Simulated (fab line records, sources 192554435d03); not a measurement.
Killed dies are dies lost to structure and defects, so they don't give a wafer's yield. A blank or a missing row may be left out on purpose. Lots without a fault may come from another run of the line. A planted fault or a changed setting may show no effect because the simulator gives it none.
fab line records | flow n5_finfet
record lots=11 wafers=33 last_day=16
route steps=1938 shown MIM_TOP@1837 MIM_BOT_ETCH@1866 PASSIVATION@1915
lots that met no fault: from a run of the same line without faults
start_h: hours from the record's first day to the start of the lot's first wafer shown | wait_h: hours since the lot's step before | " the same as in the row above | L1.1+2: a row that stands for several wafers | - no value, or no start given | * or withheld: withheld | < > ~ a bound
route shown NAME@n: a module of which the file shows steps, and the number in the route of the first | usual: mean/standard deviation of fault-free wafers | same: alike in all rows | chamber/n: place in a boat | sites: the reading at each site | _std_site: their standard deviation | _edge_site: outer sites' mean less inner sites' | radius_mm: how far each site lies from the wafer's centre | mask NAME#n: copy n | behind: the tool/chamber that last shaped the wafer | hold: why the lot was held/for how many hours/how that ended | device: the transistor (n, p or np) that didn't switch | end of line: the same wafers' tests at the end of the route | a step without rows: its recipe alone | killed: dies lost to structure and defects at the first sort, not the wafer's yield | map: a wafer's dies, x killed, . not, _ none there
set.NAME: the setting as run; set.NAME@STEP: as run at that earlier step | model.NAME: the simulator's own value behind a step, which no gauge read
steps of the route over a sample of lots; a table a step, a row a wafer
services: from which hour (start_h, from the record's first day; less than 0 if before it) a tool's chamber was out of use, for how many hours, and why
## steps
# step N5_MIM_TOP_DEGAS_04
# recipe ambient=vacuum temp_c=300 time_s=60
# usual heater_power_w=457/46
# same time_s=60
# columns lot.wafer tool chamber start_h wait_h heater_power_w
L320.1 pvd_sputter-03 - 256.54 - 450
L320.3 " - " " 376
L320.6 " - " " 440
L323.2 pvd_sputter-01 - 271.21 - 476
L323.3 " - " " 503
L323.6 " - " " 493
L321.1 pvd_sputter-03 - 276.06 - 497
L321.4 " - " " 382
L321.5 " - " " 394
L324.1 pvd_sputter-01 - 283.54 - 473
L324.5 " - " " 493
L324.6 " - " " 490
L328.3 pvd_sputter-03 - 301.55 - 507
L328.5 " - " " 440
L328.6 " - " " 508
L326.3 pvd_sputter-03 - 303.93 - 452
L326.4 " - " " 509
L326.5 " - " " 442
L329.2 pvd_sputter-02 - 314.94 - 454
L329.3 " - " " 406
L329.5 " - " " 409
L334.4 pvd_sputter-02 - 337.44 - 491
L334.5 " - " " 358
L334.6 " - " " 471
L332.2 pvd_sputter-03 - 344.29 - 500
L332.3 " - " " 383
L332.6 " - " " 457
L337.2 pvd_sputter-01 - 365.51 - 498
L337.4 " - " " 494
L337.6 " - " " 489
L339.2 pvd_sputter-02 - 371.57 - 486
L339.4 " - " " 482
L339.5 " - " " 408
# step N5_MIM_BOT_ETCH_ETCH_04
# recipe chemistry=CF4/O2 target=SiNx target_depth_a=260 time_s=13 ion_energy_ev=100 pressure_mtorr=40 source_w=535 bias_w=49 Ar_flow_sccm=100 cf4_flow_sccm=100 O2_flow_sccm=10
# usual O2_flow_sccm=10.00/0.033 drypump_motor_current_A=5.6/0.4 mfc_ar_sccm=99.9/0.32 oes_product_au=0.81/0.099 rf_vpp_V=238/8.3 showerhead_plenum_p_Torr=2.17/0.063 throttle_valve_pct=15.99/0.3
# same time_s=13
# columns lot.wafer tool chamber start_h wait_h O2_flow_sccm drypump_motor_current_A mfc_ar_sccm oes_product_au rf_hours_counter_h rf_vpp_V showerhead_plenum_p_Torr throttle_valve_pct
L320.1 rie_diel-04 2 258.47 0.0 10.04 6.0 100.0 0.68 236 230 2.16 16.08
L320.3 " 0 " " 9.97 6.1 99.9 0.70 240 232 2.24 16.04
L320.6 " 2 " " 10.00 6.0 99.5 0.67 - 230 2.16 16.09
L323.2 rie_diel-04 1 272.53 0.0 9.94 5.1 100.0 0.73 185 235 2.11 16.36
L323.3 " 0 " " 9.99 6.1 100.1 0.70 245 234 2.24 16.06
L323.6 " 2 " " 9.98 6.0 99.9 0.67 - 229 2.16 16.09
L321.1 rie_diel-06 1 277.82 0.0 10.07 6.2 99.9 0.85 74 255 2.14 16.18
L321.4 " 2 " " 10.04 5.5 100.0 0.70 213 246 2.18 16.27
L321.5 " 1 " " 10.05 6.2 100.0 0.84 - 257 2.14 16.17
L324.1 rie_diel-06 1 285.13 0.0 10.07 6.2 100.4 0.84 78 257 2.14 16.19
L324.5 " 0 " " 10.05 5.7 99.7 0.91 - 223 2.15 15.69
L324.6 " 2 " " 9.99 5.5 100.0 0.70 - 246 2.17 16.28
L328.3 rie_diel-02 3 303.30 0.0 10.08 5.2 99.4 0.83 95 241 2.14 16.18
L328.5 " 0 " " 9.98 5.9 99.7 0.95 - 248 2.27 15.69
L328.6 " 1 " " 10.00 5.6 100.3 0.66 - 232 2.08 15.96
L326.3 rie_diel-06 2 305.68 0.0 9.96 5.5 99.4 0.69 225 246 2.17 16.30
L326.4 " 3 " " 10.00 5.5 100.0 0.80 110 242 2.15 16.04
L326.5 " 1 " " 10.00 6.1 100.1 0.83 - 256 2.14 16.21
L329.2 rie_diel-04 3 316.70 0.0 9.98 5.5 99.6 0.76 169 237 2.13 16.19
L329.3 " 1 " " 10.05 5.1 99.9 0.71 204 235 2.11 16.41
L329.5 " 0 " " 9.98 6.1 99.9 0.96 - 233 2.24 15.61
L334.4 rie_diel-02 0 339.22 0.0 9.98 5.9 99.2 0.91 22 248 2.26 15.73
L334.5 " 1 " " 10.01 5.6 100.1 0.98 - 238 2.34 15.54
L334.6 " 2 " " 10.01 4.8 100.4 0.69 - 236 2.23 15.95
L332.2 rie_diel-04 0 345.95 0.0 10.00 6.1 100.8 0.93 15 234 2.24 15.61
L332.3 " 1 " " 10.00 5.1 99.6 0.70 214 235 2.10 16.42
L332.6 " 1 " " 9.97 5.1 100.2 0.71 - 235 2.10 16.43
L337.2 rie_diel-06 0 367.02 0.0 9.98 5.7 99.3 0.86 61 222 2.14 15.73
L337.4 " 2 " " 10.01 5.5 100.0 0.67 246 246 2.16 16.34
L337.6 " 1 " " 10.01 6.2 99.9 0.81 - 256 2.13 16.24
L339.2 rie_diel-06 3 373.09 0.0 10.00 5.5 99.5 0.77 134 242 2.14 16.05
L339.4 " 2 " " 10.05 5.5 100.2 0.68 248 248 2.16 16.34
L339.5 " 1 " " 10.04 6.2 99.6 0.81 - 256 2.13 16.24
# step N5_MIM_BOT_ETCH_ETCH_03
# recipe chemistry=Cl2/BCl3 target_depth_a=120 pressure_mtorr=8 icp_w=800 bias_w=100 Cl2_flow_sccm=20 bcl3_flow_sccm=80
# usual drypump_motor_current_A=5.8/0.39 he_backside_leak_sccm=3.4/0.34 mfc_cl2_sccm=20.00/0.063 oes_product_au=0.78/0.093 throttle_valve_pct=27.68/0.3
# columns lot.wafer tool chamber start_h wait_h drypump_motor_current_A he_backside_leak_sccm mfc_cl2_sccm oes_product_au rf_hours_counter_h throttle_valve_pct
L320.1 rie_metal-01 1 258.55 0.1 6.3 3.6 19.91 0.73 65 28.03
L320.3 " 1 " " 6.4 3.7 20.01 0.73 - 28.01
L320.6 " 1 " " 6.3 3.6 19.91 0.73 - 28.04
L323.2 rie_metal-02 1 272.62 0.1 6.0 3.8 20.01 0.71 81 27.74
L323.3 " 0 " " 5.4 3.3 20.01 0.74 - 27.17
L323.6 " 1 " " 6.0 6.5 20.08 0.71 - 27.73
L321.1 rie_metal-02 0 277.91 0.1 5.4 3.4 20.02 0.74 49 27.17
L321.4 " 1 " " 5.9 3.4 19.96 0.71 - 27.74
L321.5 " 1 " " 6.0 3.5 19.96 0.71 - 27.74
L324.1 rie_metal-03 0 285.22 0.1 5.9 2.8 20.10 0.80 34 27.39
L324.5 " 1 " " 6.0 3.4 20.02 0.97 - 27.82
L324.6 " 0 " " 5.9 2.9 20.10 0.80 - 27.39
L328.3 rie_metal-02 1 303.42 0.1 6.0 3.7 20.00 0.71 - 27.75
L328.5 " 1 " " 6.0 3.6 20.10 0.70 - 27.74
L328.6 " 0 " " 5.4 3.4 20.05 0.74 - 27.20
L326.3 rie_metal-02 1 305.80 0.1 6.0 3.2 20.05 0.71 - 27.74
L326.4 " 0 " " 5.4 3.1 19.94 0.73 - 27.18
L326.5 " 0 " " 5.4 3.7 19.98 0.73 - 27.18
L329.2 rie_metal-01 0 316.79 0.1 5.3 3.1 20.06 0.94 4 27.76
L329.3 " 1 " " 6.4 3.6 20.06 0.71 - 28.03
L329.5 " 1 " " 6.4 3.5 20.03 0.72 - 28.04
L334.4 rie_metal-03 1 339.35 0.1 6.0 3.5 19.92 0.92 - 27.83
L334.5 " 1 " " 6.0 3.5 19.93 0.92 - 27.82
L334.6 " 0 " " 5.9 3.3 20.09 0.78 - 27.43
L332.2 rie_metal-02 1 346.04 0.1 6.0 3.4 19.83 0.70 87 27.76
L332.3 " 0 " " 5.4 3.7 20.06 0.72 - 27.20
L332.6 " 0 " " 5.4 3.7 20.00 0.72 - 27.18
L337.2 rie_metal-02 0 367.11 0.1 5.4 3.4 19.97 0.73 57 27.20
L337.4 " 1 " " 6.0 3.5 19.87 0.69 - 27.76
L337.6 " 0 " " 5.4 3.5 19.96 0.72 - 27.19
L339.2 rie_metal-01 1 373.18 0.1 6.4 3.4 20.02 0.72 75 28.04
L339.4 " 0 " " 5.3 3.3 20.05 0.92 - 27.77
L339.5 " 1 " " 6.4 3.7 19.93 0.72 - 28.04
# step N5_PASSIVATION_PECVD_53
# recipe material=SiO2 target_thk_a=8000 temp_c=400 precursor=TEOS/O2 pressure_torr=6.5 rf_w=withheld teos_flow_sccm=withheld gas=O2 flow_sccm=2650 time_s=169.4
# usual run_length_s=197.2/0.62
# columns lot.wafer tool chamber start_h wait_h run_length_s
L320.1 pecvd-04 2 263.72 0.0 196.5
L320.3 " 1 " " 197.0
L320.6 " 2 " " 196.5
L323.2 pecvd-04 1 278.06 0.0 197.5
L323.3 " 2 " " 196.9
L323.6 " 2 " " 196.8
L321.1 pecvd-02 2 282.98 0.0 196.3
L321.4 " 2 " " 196.6
L321.5 " 1 " " 197.6
L324.1 pecvd-02 1 289.61 0.0 198.2
L324.5 " 1 " " 197.6
L324.6 " 0 " " 197.6
L328.3 pecvd-04 2 309.13 0.0 196.8
L328.5 " 0 " " 197.4
L328.6 " 2 " " 196.9
L326.3 pecvd-03 2 309.96 0.1 198.0
L326.4 " 1 " " 196.0
L326.5 " 2 " " 197.7
L329.2 pecvd-04 2 321.83 0.0 196.5
L329.3 " 1 " " 196.8
L329.5 " 1 " " 197.3
L334.4 pecvd-03 0 346.94 0.1 196.5
L334.5 " 1 " " 196.0
L334.6 " 2 " " 197.6
L332.2 pecvd-02 2 352.11 0.0 196.7
L332.3 " 1 " " 198.1
L332.6 " 2 " " 196.5
L337.2 pecvd-02 1 374.13 0.0 132.0
L337.4 " 0 " " 132.1
L337.6 " 1 " " 132.0
L339.2 pecvd-02 1 377.92 0.0 132.6
L339.4 " 1 " " 131.8
L339.5 " 2 " " 130.8
## services
# columns tool chamber start_h hours kind
pecvd-03 1 244.59 14.5 repair
rie_metal-01 0 246.93 - clean
rie_diel-06 0 247.66 11.7 repair
rie_metal-02 - 250.83 14.6 pm
rie_diel-04 3 275.02 10.0 repair
pvd_sputter-03 - 277.53 2.1 repair
rie_diel-06 3 280.34 5.1 repair
rie_diel-04 0 285.05 - clean
rie_diel-04 0 285.05 - consumable_replace:focus_ring
rie_diel-04 0 285.05 18.8 scheduled_down
rie_diel-04 0 285.05 18.8 vent_cycle
rie_metal-01 - 290.14 2.8 pm
pecvd-02 1 292.93 5.5 scheduled_down
rie_diel-04 2 304.11 - clean
rie_diel-04 2 304.11 - consumable_replace:focus_ring
rie_diel-04 2 304.11 12.8 scheduled_down
rie_diel-04 2 304.11 12.8 vent_cycle
pecvd-03 0 305.82 12.4 repair
pecvd-04 1 317.12 3.5 repair
pecvd-02 0 326.16 5.5 scheduled_down
pecvd-03 - 329.15 14.6 pm
pecvd-03 - 351.09 5.5 pm
rie_diel-04 2 361.65 6.5 repair
rie_metal-01 - 364.20 0.3 repair
## key
first_sign step=N5_PASSIVATION_PECVD_53 reading=run_length_s direction=down sigmas=99+ usual=* struck=*
effect none on later readings
met_at N5_PASSIVATION_PECVD_53
struck_lots L337,L339
not_acting_at N5_MIM_TOP_DEGAS_04,N5_MIM_BOT_ETCH_ETCH_04,N5_MIM_BOT_ETCH_ETCH_03
onset_between 352.11 374.13
fault kind=process_parameter_drift tool=pecvd-02 chamber=- onset_h=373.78 steps=N5_PASSIVATION_PECVD_53 channel=time_s offset=* shape=step end_h=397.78 acts_in=* stated=*
